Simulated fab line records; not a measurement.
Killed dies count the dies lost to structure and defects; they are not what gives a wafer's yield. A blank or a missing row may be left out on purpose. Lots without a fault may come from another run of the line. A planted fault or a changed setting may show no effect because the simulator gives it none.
Lot-split experiment || flow n5_finfet || 21 wafers read from 7 lots, route of 1938 steps

== ABOUT THE SPLIT ==
At N5_SD_ACTIVATION_LSA_01 (time 0.0008 s), the setting temp_c was moved away from the recipe's 1080 C on 3 of the 21 wafers read, by -2.0% to +2.6%. For the rest of the wafers, this setting stayed at what the recipe calls for.

Split to reading: the file shows no intervening step.

== THE READING ==
RS_SD_N in ohm/sq, measured at N5_SD_ACTIVATION_RS_MEAS_03 by four-point-probe. A value of 21.86 ohm/sq with a standard deviation of 0.28 ohm/sq is what fault-free wafers of this fab line usually give.

{"wafer": "L076.1", "tool, chamber at the split": "laser_anneal-02, 0", "temp_c as run, C": 1080, "against the recipe": "recipe", "RS_SD_N, ohm/sq": 22.22, "against lot-mates on the recipe": "-"}
{"wafer": "L076.4", "tool, chamber at the split": "laser_anneal-02, 0", "temp_c as run, C": 1080, "against the recipe": "recipe", "RS_SD_N, ohm/sq": 21.86, "against lot-mates on the recipe": "-"}
{"wafer": "L076.6", "tool, chamber at the split": "laser_anneal-02, 0", "temp_c as run, C": 1080, "against the recipe": "recipe", "RS_SD_N, ohm/sq": 21.98, "against lot-mates on the recipe": "-"}
{"wafer": "L077.4", "tool, chamber at the split": "laser_anneal-01, 0", "temp_c as run, C": 1068, "against the recipe": "-1.1%", "RS_SD_N, ohm/sq": 23.18, "against lot-mates on the recipe": "+1.16"}
{"wafer": "L077.5", "tool, chamber at the split": "laser_anneal-01, 0", "temp_c as run, C": 1080, "against the recipe": "recipe", "RS_SD_N, ohm/sq": 22.12, "against lot-mates on the recipe": "-"}
{"wafer": "L077.6", "tool, chamber at the split": "laser_anneal-01, 0", "temp_c as run, C": 1080, "against the recipe": "recipe", "RS_SD_N, ohm/sq": 21.92, "against lot-mates on the recipe": "-"}
{"wafer": "L078.1", "tool, chamber at the split": "laser_anneal-02, 0", "temp_c as run, C": 1080, "against the recipe": "recipe", "RS_SD_N, ohm/sq": 22.80, "against lot-mates on the recipe": "-"}
{"wafer": "L078.3", "tool, chamber at the split": "laser_anneal-02, 0", "temp_c as run, C": 1108, "against the recipe": "+2.6%", "RS_SD_N, ohm/sq": 19.36, "against lot-mates on the recipe": -3.12}
{"wafer": "L078.5", "tool, chamber at the split": "laser_anneal-02, 0", "temp_c as run, C": 1080, "against the recipe": "recipe", "RS_SD_N, ohm/sq": 22.16, "against lot-mates on the recipe": "-"}
{"wafer": "L083.2", "tool, chamber at the split": "laser_anneal-01, 0", "temp_c as run, C": 1080, "against the recipe": "recipe", "RS_SD_N, ohm/sq": 22.21, "against lot-mates on the recipe": "-"}
{"wafer": "L083.4", "tool, chamber at the split": "laser_anneal-01, 0", "temp_c as run, C": 1080, "against the recipe": "recipe", "RS_SD_N, ohm/sq": 22.03, "against lot-mates on the recipe": "-"}
{"wafer": "L083.6", "tool, chamber at the split": "laser_anneal-01, 0", "temp_c as run, C": 1080, "against the recipe": "recipe", "RS_SD_N, ohm/sq": 21.47, "against lot-mates on the recipe": "-"}
{"wafer": "L089.2", "tool, chamber at the split": "laser_anneal-01, 0", "temp_c as run, C": 1080, "against the recipe": "recipe", "RS_SD_N, ohm/sq": 21.38, "against lot-mates on the recipe": "-"}
{"wafer": "L089.4", "tool, chamber at the split": "laser_anneal-01, 0", "temp_c as run, C": 1080, "against the recipe": "recipe", "RS_SD_N, ohm/sq": 21.82, "against lot-mates on the recipe": "-"}
{"wafer": "L089.6", "tool, chamber at the split": "laser_anneal-01, 0", "temp_c as run, C": 1080, "against the recipe": "recipe", "RS_SD_N, ohm/sq": 21.80, "against lot-mates on the recipe": "-"}
{"wafer": "L090.1", "tool, chamber at the split": "laser_anneal-02, 0", "temp_c as run, C": 1080, "against the recipe": "recipe", "RS_SD_N, ohm/sq": 21.63, "against lot-mates on the recipe": "-"}
{"wafer": "L090.3", "tool, chamber at the split": "laser_anneal-02, 0", "temp_c as run, C": 1080, "against the recipe": "recipe", "RS_SD_N, ohm/sq": 21.80, "against lot-mates on the recipe": "-"}
{"wafer": "L090.5", "tool, chamber at the split": "laser_anneal-02, 0", "temp_c as run, C": 1080, "against the recipe": "recipe", "RS_SD_N, ohm/sq": 21.72, "against lot-mates on the recipe": "-"}
{"wafer": "L096.2", "tool, chamber at the split": "laser_anneal-02, 0", "temp_c as run, C": 1080, "against the recipe": "recipe", "RS_SD_N, ohm/sq": 21.48, "against lot-mates on the recipe": "-"}
{"wafer": "L096.5", "tool, chamber at the split": "laser_anneal-02, 0", "temp_c as run, C": 1080, "against the recipe": "recipe", "RS_SD_N, ohm/sq": 21.43, "against lot-mates on the recipe": "-"}
{"wafer": "L096.6", "tool, chamber at the split": "laser_anneal-02, 0", "temp_c as run, C": 1058, "against the recipe": "-2.0%", "RS_SD_N, ohm/sq": 23.93, "against lot-mates on the recipe": "+2.48"}

THE FIT
A straight line over all 21 wafers: RS_SD_N changes by -1 ohm/sq for each +1% of temp_c; r = -0.92; the points scatter about the line by 0.34 ohm/sq.
The same after taking each lot's own level away (the mean of its wafers on the recipe; 21 wafers): -1.19 ohm/sq for each +1%; r = -0.98; scatter 0.2 ohm/sq.
The reading moves by 3.1 ohm/sq for the largest change in temp_c, on that fit.
Measured against the standard deviation above, the lots' own levels, which go from 21.455 to 22.480 ohm/sq, span 3.7 times it.
In other words, the slope is changed by the lot-to-lot level; the two fits disagree.
Check: -3.06 ohm/sq against its lot-mates is what the line predicts for one of the wafers moved furthest among these (+2.6%) when that wafer is left out of the fit. It came out at -3.12 ohm/sq against them.
Tool readings at the split's step, against how far the setting was moved: wafer_temp_C_max r = +0.98.

== THESE WAFERS: OTHER SPLITS ==
Note: prior to the reading, these wafers also went through further splits. Each is held against what the fit with the lots' levels taken away leaves over:
{"other split on the same wafers": "N5_SD_EPI_N_EXPOSE_06 dose_mj", "wafers away from the commonest value": 5, "r with RS_SD_N (lot level and that fit taken away)": -0.02}
{"other split on the same wafers": "N5_SD_EPI_N_PEB_07 peb_time_s", "wafers away from the commonest value": 8, "r with RS_SD_N (lot level and that fit taken away)": -0.18}
{"other split on the same wafers": "N5_SD_EPI_P_EPI_21 epi_growth_time_s", "wafers away from the commonest value": 7, "r with RS_SD_N (lot level and that fit taken away)": "+0.21"}

== THE WHOLE CHAIN: every reading that the file lists as answering this split, in the file's order ==
{"step": "N5_SD_ACTIVATION_LSA_01", "what it does": "time 0.0008 s", "reading": "wafer_temp_C_max", "change (the file's fit)": "withheld for each +1% of the setting", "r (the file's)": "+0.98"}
{"step": "N5_SD_ACTIVATION_RS_MEAS_03", "what it does": "measures by four-point-probe", "reading": "RS_SD_N", "change (the file's fit)": "-1.19 for each +1% of the setting", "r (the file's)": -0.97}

== FILE'S OWN FIT ==
RS_SD_N changes by -1.19 ohm/sq for each +1% of temp_c, r = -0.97.
